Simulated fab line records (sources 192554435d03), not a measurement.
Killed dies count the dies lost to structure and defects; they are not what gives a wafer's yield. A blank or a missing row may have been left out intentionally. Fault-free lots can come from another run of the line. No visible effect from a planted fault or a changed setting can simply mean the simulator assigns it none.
Chamber matching    flow n5-finfet    N5_BEOL_M3_STRIP_66 on rie-diel-06 has 4 sister chambers
The step strips in CF4. 4 wafers are shown with their chamber, then 10 later ones without.

EACH WAFER AND ITS CHAMBER
wafer   chamber  drypump-motor-current-A (A)
L085.1  2        6.2
L085.5  1        5.5
L088.1  0        5.9
L088.2  3        5.2

WAFERS WHOSE CHAMBER IS MISSING
wafer   drypump-motor-current-A (A)
L088.5  5.4
L091.2  6.2
L091.3  5.9
L091.5  6.2
L092.1  5.2
L092.4  5.4
L092.6  5.4
L097.3  5.4
L097.4  5.9
L097.6  5.9

THE CHAMBER EACH PASSED THROUGH
wafer   from the rows above      in truth
L088.5  can't be placed: 1 or 3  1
L091.2  2                        2
L091.3  0                        0
L091.5  2                        2
L092.1  3                        3
L092.4  can't be placed: 1 or 3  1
L092.6  can't be placed: 1 or 3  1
L097.3  can't be placed: 1 or 3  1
L097.4  0                        0
L097.6  0                        0
Placed correctly: 6 of 10. From these rows, 4 cannot be placed; in 4 the true chamber is one of the candidates. Number placed wrongly: 0.
How it was worked out, from the rows above alone: a wafer's distance from a chamber is the root of the sum, over the readings, of the square of ((its reading less the chamber's mean) divided by the reading's scatter). The wafer belongs to the nearest chamber; if the next one is less than 2 further off, it can't be placed. For every chamber, the mean is computed from those of its wafers that are shown. The scatter: root of mean squared gap, hidden wafer to nearest shown wafer, with one shown wafer a chamber.
